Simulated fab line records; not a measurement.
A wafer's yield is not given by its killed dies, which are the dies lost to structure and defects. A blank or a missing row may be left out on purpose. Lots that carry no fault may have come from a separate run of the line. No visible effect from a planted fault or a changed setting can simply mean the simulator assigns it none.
fab line records -- flow n5-finfet
record lots=6, wafers=16, last-day=16
route steps=1938 shown BEOL_M2@916 BEOL_M4@1111 PASSIVATION@1936
lots with no fault: from the same line, run without faults
start-h: start of the lot's first displayed wafer, in hours after the record's first day -- wait-h: hours elapsed since this lot's preceding step -- " the same as in the row above -- L1.1+2: a single row standing in for several wafers -- - no value present, or no start provided -- * or withheld: withheld -- < > ~ a bound
route shown NAME@n: NAME is a module with steps in the file, n the number in the route of the first one -- usual: average and standard deviation across the fault-free wafers -- same: alike in all rows -- chamber/n: place in a boat -- sites: each site's reading -- _std_site: standard deviation of those values -- _edge_site: the outer-site mean with the inner-site mean subtracted -- radius-mm: how far each site lies from the wafer's centre -- mask NAME#n: copy n -- behind: the tool/chamber that last shaped the wafer -- hold: cause of the lot's hold/its duration in hours/its outcome -- device: names the non-switching transistor (n, p or np) -- end of line: the same wafers' tests at the end of the route -- where a step has no rows: the recipe by itself -- killed: count of dies lost to structure and defects at first sort (not the wafer's yield) -- map: a wafer's dies, x killed, . not, _ none there
set.NAME: the setting that was run; set.NAME@STEP: the one run at that earlier step -- model.NAME: the simulator's own value behind a step, which no gauge read
lots at some steps of the route; a table a step, a row a wafer
services: the hour from which a tool's chamber was out of use, counted from the record's first day as start-h (under 0 if before that day), plus the number of hours and why
## steps
# step N5_BEOL_M2_SPUTTER_92
# recipe material=Cu, target-thk-a=45, temp-c=-20, chamber-pressure-pa=0.07, power-w=withheld, time-s=8.29
# step N5_BEOL_M2_ANNEAL_93
# recipe temp-c=400, time-s=240, ambient=vacuum
# usual heater-power-w=798/100
lot.wafer,tool,chamber,start-h,wait-h,heater-power-w
L949.3,pvd-sputter-03,-,176.07,0.0,752
L949.5,pvd-sputter-03,-,176.07,0.0,857
L949.6,pvd-sputter-03,-,176.07,0.0,737
L950.1,pvd-sputter-02,-,181.47,0.0,690
L950.4,pvd-sputter-02,-,181.47,0.0,716
L950.5,pvd-sputter-02,-,181.47,0.0,724
L953.1,pvd-sputter-02,-,196.19,0.0,891
L953.6,pvd-sputter-02,-,196.19,0.0,871
L955.2,pvd-sputter-02,-,215.53,0.0,714
L955.3,pvd-sputter-02,-,215.53,0.0,874
L955.6,pvd-sputter-02,-,215.53,0.0,884
L957.2,pvd-sputter-03,-,222.88,0.0,737
L957.5,pvd-sputter-03,-,222.88,0.0,781
L963.1,pvd-sputter-02,-,268.38,0.0,687
L963.3,pvd-sputter-02,-,268.38,0.0,872
L963.5,pvd-sputter-02,-,268.38,0.0,725
# step N5_BEOL_M2_SPUTTER_94
# recipe material=Cu, target-thk-a=45, temp-c=-20, chamber-pressure-pa=0.07, power-w=withheld, time-s=8.29
# step N5_BEOL_M2_ANNEAL_95
# recipe temp-c=400, time-s=240, ambient=vacuum
# usual heater-power-w=796/100
lot.wafer,tool,chamber,start-h,wait-h,heater-power-w
L949.3,pvd-sputter-03,-,176.29,0.0,757
L949.5,pvd-sputter-03,-,176.29,0.0,866
L949.6,pvd-sputter-03,-,176.29,0.0,759
L950.1,pvd-sputter-02,-,181.69,0.0,708
L950.4,pvd-sputter-02,-,181.69,0.0,713
L950.5,pvd-sputter-02,-,181.69,0.0,721
L953.1,pvd-sputter-02,-,196.41,0.0,883
L953.6,pvd-sputter-02,-,196.41,0.0,878
L955.2,pvd-sputter-02,-,215.75,0.0,693
L955.3,pvd-sputter-02,-,215.75,0.0,881
L955.6,pvd-sputter-02,-,215.75,0.0,870
L957.2,pvd-sputter-03,-,223.10,0.0,739
L957.5,pvd-sputter-03,-,223.10,0.0,742
L963.1,pvd-sputter-02,-,268.60,0.0,709
L963.3,pvd-sputter-02,-,268.60,0.0,875
L963.5,pvd-sputter-02,-,268.60,0.0,704
# step N5_BEOL_M2_SPUTTER_96
# recipe material=Cu, target-thk-a=45, temp-c=-20, chamber-pressure-pa=0.07, power-w=withheld, time-s=8.29
# usual throttle-valve-pct=29.7/0.95
lot.wafer,tool,chamber,start-h,wait-h,throttle-valve-pct
L949.3,pvd-sputter-03,-,176.43,0.1,29.7
L949.5,pvd-sputter-03,-,176.43,0.1,29.7
L949.6,pvd-sputter-03,-,176.43,0.1,30.5
L950.1,pvd-sputter-02,-,181.83,0.1,31.2
L950.4,pvd-sputter-02,-,181.83,0.1,29.0
L950.5,pvd-sputter-02,-,181.83,0.1,28.8
L953.1,pvd-sputter-02,-,196.55,0.1,28.7
L953.6,pvd-sputter-02,-,196.55,0.1,29.2
L955.2,pvd-sputter-02,-,215.89,0.1,29.7
L955.3,pvd-sputter-02,-,215.89,0.1,29.0
L955.6,pvd-sputter-02,-,215.89,0.1,29.1
L957.2,pvd-sputter-03,-,223.24,0.1,30.5
L957.5,pvd-sputter-03,-,223.24,0.1,29.5
L963.1,pvd-sputter-02,-,268.74,0.1,29.7
L963.3,pvd-sputter-02,-,268.74,0.1,28.9
L963.5,pvd-sputter-02,-,268.74,0.1,28.9
# step N5_BEOL_M2_ECD_50
# recipe material=Cu, target-thk-a=3000
# step N5_BEOL_M2_ANNEAL_51
# recipe temp-c=225, time-s=90, ambient=N2
# step N5_BEOL_M2_CMP_52
# recipe stop-on=SiOC, t-overpolish-s=6.8, down-force-psi=1, platen-rpm=50, clearing-platen-down-force-psi=1.5, clearing-platen-rpm=50, post-cmp-clean=cu-alkaline, target-thk-nm=40, clearing-platen-pad-velocity-m-s=0.99484, pad-velocity-m-s=0.99484
# usual barrier-field-endpoint-s=24.6/0.72, motor-current-A=6.3/0.97, overpolish-run-s=6.799/0.0083, slurry-flow-ml-min=150.0/0.45, time-to-endpoint-s=62/3.4
lot.wafer,tool,chamber,start-h,wait-h,barrier-field-endpoint-s,motor-current-A,overpolish-run-s,slurry-flow-ml-min,time-to-endpoint-s
L949.3,cmp-01,3,176.92,0.2,24.5,5.3,6.797,150.3,57
L949.5,cmp-01,3,176.92,0.2,24.2,5.6,6.800,150.3,56
L949.6,cmp-01,0,176.92,0.2,26.1,7.0,6.803,149.6,66
L950.1,cmp-01,2,182.32,0.3,25.5,6.7,6.797,150.9,65
L950.4,cmp-01,0,182.32,0.3,26.4,6.8,6.778,149.5,68
L950.5,cmp-01,3,182.32,0.3,24.7,5.5,6.794,150.3,56
L953.1,cmp-04,2,197.16,0.4,24.8,5.7,6.804,150.1,66
L953.6,cmp-04,3,197.16,0.4,25.2,7.3,6.798,149.3,64
L955.2,cmp-01,0,216.38,0.2,25.2,6.4,6.796,150.0,67
L955.3,cmp-01,2,216.38,0.2,24.2,6.7,6.789,150.6,60
L955.6,cmp-01,1,216.38,0.2,24.4,5.2,6.793,150.1,61
L957.2,cmp-01,3,224.60,1.1,24.3,5.2,6.816,149.4,58
L957.5,cmp-01,0,224.60,1.1,25.4,6.6,6.802,150.2,66
L963.3,cmp-04,0,269.23,0.2,24.2,6.2,6.808,150.2,59
L963.1,cmp-04,1,269.23,0.2,24.5,7.2,6.809,150.1,61
L963.5,cmp-04,1,269.23,0.2,24.2,7.3,6.801,149.8,59
# step N5_BEOL_M2_THK_MEAS_53
# recipe thk-meas-gauge=xrf, reads=Cu_of_BEOL_M2_ECD_50
# usual M2_THK=40.2/1.9
lot.wafer,tool,chamber,start-h,wait-h,M2_THK[nm]
L949.3,film-metro-02,-,177.22,-,41.8
L949.5,film-metro-02,-,177.22,-,37.9
L949.6,film-metro-02,-,177.22,-,41.0
L950.1,film-metro-02,-,182.61,-,40.8
L950.4,film-metro-02,-,182.61,-,41.4
L950.5,film-metro-02,-,182.61,-,39.5
L953.1,film-metro-02,-,197.34,-,40.7
L953.6,film-metro-02,-,197.34,-,41.0
L955.2,film-metro-02,-,216.67,-,41.1
L955.3,film-metro-02,-,216.67,-,40.8
L955.6,film-metro-02,-,216.67,-,41.7
L957.2,film-metro-01,-,224.90,-,35.7
L957.5,film-metro-01,-,224.90,-,39.4
L963.1,film-metro-02,-,269.53,-,37.8
L963.3,film-metro-02,-,269.53,-,41.6
L963.5,film-metro-02,-,269.53,-,38.4
# step N5_BEOL_M2_PRE_CLEAN_60
# recipe gas=NH3/H2, time-s=15, temp-c=*, rf-power-w=300
# step N5_BEOL_M2_CO_CAP_55
# recipe material=Co, target-thk-a=20, temp-c=200, precursor=CCTBA/H2, pressure-torr=30, time-s=102.1
# usual heater-power-w=224/14
lot.wafer,tool,chamber,start-h,wait-h,heater-power-w
L949.3,cvd-co-02,1,177.35,0.1,210
L949.5,cvd-co-02,2,177.35,0.1,247
L949.6,cvd-co-02,1,177.35,0.1,210
L950.1,cvd-co-01,1,182.69,0.0,235
L950.4,cvd-co-01,2,182.69,0.0,218
L950.5,cvd-co-01,0,182.69,0.0,212
L953.1,cvd-co-01,1,197.42,0.0,240
L953.6,cvd-co-01,0,197.42,0.0,213
L955.2,cvd-co-01,0,216.77,0.0,210
L955.3,cvd-co-01,1,216.77,0.0,240
L955.6,cvd-co-01,1,216.77,0.0,241
L957.2,cvd-co-01,0,225.24,0.0,211
L957.5,cvd-co-01,0,225.24,0.0,205
L963.1,cvd-co-01,1,269.60,0.0,241
L963.3,cvd-co-01,2,269.60,0.0,220
L963.5,cvd-co-01,2,269.60,0.0,215
# step N5_BEOL_M2_PRE_CLEAN_56
# recipe gas=NH3, time-s=15, temp-c=withheld, rf-power-w=300
# step N5_BEOL_M2_DEP_57
# recipe material=SiCN, target-thk-a=80, temp-c=withheld, precursor=3MS/NH3, pressure-torr=3, rf-w=202, time-s=14
# usual showerhead-plenum-p-Torr=3.667/0.015, throttle-valve-pct=9.4/0.64
lot.wafer,tool,chamber,start-h,wait-h,showerhead-plenum-p-Torr,throttle-valve-pct,model.SiCN_of_BEOL_M2_DEP_57.thk-nm
L949.3,pecvd-03,1,177.50,0.0,3.672,9.8,8.2
L949.5,pecvd-03,1,177.50,0.0,3.671,9.6,8.2
L949.6,pecvd-03,2,177.50,0.0,3.671,8.6,8.2
L950.1,pecvd-01,0,182.81,0.0,3.653,8.9,8.2
L950.4,pecvd-01,0,182.81,0.0,3.647,8.9,8.4
L950.5,pecvd-01,1,182.81,0.0,3.677,10.6,8.2
L953.1,pecvd-01,0,197.54,0.0,3.647,8.8,7.2
L953.6,pecvd-01,1,197.54,0.0,3.688,10.9,8
L955.2,pecvd-03,1,216.89,0.0,3.668,9.6,8
L955.3,pecvd-03,0,216.89,0.0,3.670,9.4,8
L955.6,pecvd-03,2,216.89,0.0,3.669,8.9,8.2
L957.2,pecvd-01,1,225.37,0.0,3.684,10.6,7.4
L957.5,pecvd-01,0,225.37,0.0,3.642,9.0,8
L963.1,pecvd-03,0,269.72,0.0,3.679,9.3,8
L963.3,pecvd-03,2,269.72,0.0,3.677,8.6,7.8
L963.5,pecvd-03,2,269.72,0.0,3.663,8.7,8
# step N5_BEOL_M2_RS_MEAS_58
# recipe thk-meas-gauge=four-point-probe, reads=Co_of_BEOL_M2_CO_CAP_55+Cu_of_BEOL_M2_ECD_50+Co_of_BEOL_M2_CVD_47+TaN_of_BEOL_M2_ALD_84
# usual M2_RS=0.67/0.04
lot.wafer,tool,chamber,start-h,wait-h,M2_RS[ohm/sq]
L949.3,film-metro-02,-,177.57,0.1,0.63
L949.5,film-metro-02,-,177.57,0.1,0.72
L949.6,film-metro-02,-,177.57,0.1,0.65
L950.1,film-metro-02,-,182.87,0.0,0.65
L950.4,film-metro-02,-,182.87,0.0,0.64
L950.5,film-metro-02,-,182.87,0.0,0.67
L953.1,film-metro-01,-,197.63,0.1,0.66
L953.6,film-metro-01,-,197.63,0.1,0.65
L955.2,film-metro-02,-,216.96,0.1,0.64
L955.3,film-metro-02,-,216.96,0.1,0.65
L955.6,film-metro-02,-,216.96,0.1,0.63
L957.2,film-metro-02,-,225.45,0.1,0.77
L957.5,film-metro-02,-,225.45,0.1,0.68
L963.1,film-metro-02,-,269.79,0.0,0.72
L963.3,film-metro-02,-,269.79,0.0,0.64
L963.5,film-metro-02,-,269.79,0.0,0.71
# step N5_BEOL_M4_RC_MEAS_101
# usual DIBL_N=36.7/2.4, DIBL_P=37.4/2.9, IOFF_N=0.18/0.05, IOFF_P=0.23/0.058, ION_N=683/16, ION_P=467/11, SS_N=71.7/0.77, SS_P=73.5/0.87, VT_N=249/4.3, VT_P=-250/4.4
lot.wafer,tool,chamber,start-h,wait-h,DIBL_N[mV/V],DIBL_P[mV/V],IOFF_N[nA/um],IOFF_P[nA/um],ION_N[uA/um],ION_P[uA/um],SS_N[mV/dec],SS_P[mV/dec],VT_N[mV],VT_P[mV]
L949.3,prober-01,0,201.35,0.3,40.9,42.0,0.29,0.40,689,475,72.6,74.5,239,-238
L949.5,prober-01,0,201.35,0.3,39.0,39.7,0.23,0.32,693,478,72.0,73.5,243,-244
L949.6,prober-01,0,201.35,0.3,35.2,34.7,0.16,0.21,698,479,70.9,73.2,247,-249
L950.1,prober-02,0,202.78,0.0,39.8,40.4,0.26,0.29,707,472,73.0,73.8,242,-246
L950.4,prober-02,0,202.78,0.0,40.2,42.7,0.28,0.34,688,471,72.0,75.4,242,-245
L950.5,prober-02,0,202.78,0.0,33.9,35.4,0.14,0.19,661,460,70.8,73.2,251,-249
L953.1,prober-01,0,224.21,0.0,35.2,34.6,0.12,0.15,669,453,71.3,72.5,255,-260
L953.6,prober-01,0,224.21,0.0,38.6,39.5,0.20,0.21,700,474,71.6,74.0,246,-253
L955.2,prober-02,0,235.38,0.2,38.4,38.5,0.19,0.26,688,470,71.4,73.9,244,-246
L955.3,prober-02,0,235.38,0.2,36.6,36.0,0.14,0.21,675,462,71.2,72.9,253,-248
L955.6,prober-02,0,235.38,0.2,35.2,33.8,0.13,0.19,677,468,70.9,73.2,252,-251
L957.2,prober-02,0,251.57,0.2,36.3,35.6,0.15,0.19,677,462,71.0,72.3,247,-252
L957.5,prober-02,0,251.57,0.2,36.3,36.5,0.15,0.21,682,472,70.6,73.5,245,-246
L963.1,prober-01,0,285.46,0.0,38.0,41.1,0.21,0.24,682,455,71.3,74.4,245,-250
L963.3,prober-01,0,285.46,0.0,33.9,36.3,0.13,0.17,661,456,71.2,72.9,253,-254
L963.5,prober-01,0,285.46,0.0,37.5,40.8,0.19,0.23,682,463,71.8,74.5,246,-252
# step N5_PASSIVATION_PROBE_49
# usual defect-limited-yield=91.4/1.6, killed_at_M0_to_M3=31/11, killed_at_M4_up=14/5.7, killed-at-contacts=12/6, killed-at-front-end=41/13, killed-at-other=3.3/2.8, killed-dies=101/19, killed-open=67/14, killed-short=33/8.2, sort_bin_4_leakage=0.0/0.37, sort_bin_5_function=5.0/1.1, sort_bin_6_memory=3.3/0.74, sort-n-pass=1078/20, sort-yield-pct=91.3/1.7
# same gross-dies=1180, killed-at-back-side=0, sort_bin_8_speed[%]=0
lot.wafer,tool,chamber,start-h,wait-h,defect-limited-yield[%],killed_at_M0_to_M3,killed_at_M4_up,killed-at-contacts,killed-at-front-end,killed-at-other,killed-dies,killed-open,killed-short,sort_bin_4_leakage[%],sort_bin_5_function[%],sort_bin_6_memory[%],sort-n-pass,sort-yield-pct[%]
L963.1,prober-01,-,392.01,0.0,90.5,18,10,21,56,7,112,70,39,0,5.0,3.9,1068,90.5
L963.3,prober-01,-,392.11,0.1,86.8,40,13,16,80,7,156,106,41,0,7.5,5.2,1024,86.8
L963.5,prober-01,-,392.21,0.2,89.6,36,16,5,62,4,123,78,41,0,5.5,4.2,1057,89.6
# killed by level:class
L963.1 STI_FIN_REVEAL:geometric-particle:open=21 MOL_CONTACT_COAG:geometric-particle:open=13 MOL_CONTACT_COAG:geometric-particle:short=8 FIN_SAQP:geometric-particle:open=7 FIN_SAQP:geometric-particle:short=7 BEOL_M3:geometric-particle:open=6 DUMMY_GATE:geometric-particle:open=5 BEOL_M1:geometric-particle:short=4
L963.3 FIN_SAQP:geometric-particle:open=26 STI_FIN_REVEAL:geometric-particle:open=18 MOL_CONTACT_COAG:geometric-particle:open=15 FIN_SAQP:geometric-particle:short=9 BEOL_M2:geometric-particle:open=8 BEOL_M1:geometric-particle:open=7 BEOL_M0_SAQP:geometric-particle:short=7 BEOL_M3:geometric-particle:open=7
L963.5 STI_FIN_REVEAL:geometric-particle:open=18 FIN_SAQP:geometric-particle:short=10 BEOL_M3:geometric-particle:open=10 BEOL_M2:geometric-particle:open=9 FIN_SAQP:geometric-particle:open=7 GATE_CUT:geometric-particle:short=7 BEOL_M8:geometric-particle:open=5 STARTING-WAFER:geometric-particle:open=4
## services
tool,chamber,start-h,hours,kind
cmp-01,-,156.57,4.0,pm
cmp-01,-,160.57,-,consumable-replace:conditioner
cmp-01,-,160.57,-,consumable-replace:pad
pecvd-03,-,164.72,2.6,repair
pecvd-03,0,172.87,5.5,scheduled-down
cvd-co-02,0,174.69,6.3,repair
cmp-04,-,176.16,0.5,repair
cmp-01,-,180.06,2.0,repair
cmp-04,-,183.18,3.0,repair
pecvd-01,2,193.53,5.5,scheduled-down
pecvd-01,2,202.38,-,clean
pecvd-01,2,202.38,-,consumable-replace:showerhead
pecvd-01,2,202.38,29.0,scheduled-down
pecvd-01,2,202.38,29.0,vent-cycle
cvd-co-01,-,219.58,0.3,repair
cvd-co-02,-,221.99,6.9,pm
cmp-04,-,234.49,4.0,pm
cmp-04,-,238.49,-,consumable-replace:conditioner
cmp-04,-,238.49,-,consumable-replace:pad
cmp-01,-,259.28,1.8,repair
cvd-co-02,-,264.23,0.8,repair
pecvd-01,2,266.03,5.0,scheduled-down
## key
first-sign none at tools or gauges
model-effect step=N5_BEOL_M2_DEP_57, value=SiCN_of_BEOL_M2_DEP_57.thk-nm, without=7.9, struck=7.3
met-at N5_BEOL_M2_DEP_57
struck-wafers L953.1,L957.2
onset-between 182.81 197.54
fault kind=process-parameter-drift, tool=pecvd-01, chamber=-, onset-h=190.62, steps=N5_BEOL_M2_DEP_57, channel=time-s, offset=*, shape=step, end-h=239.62, scope=struck-wafers-only, acts-in=*, stated=*
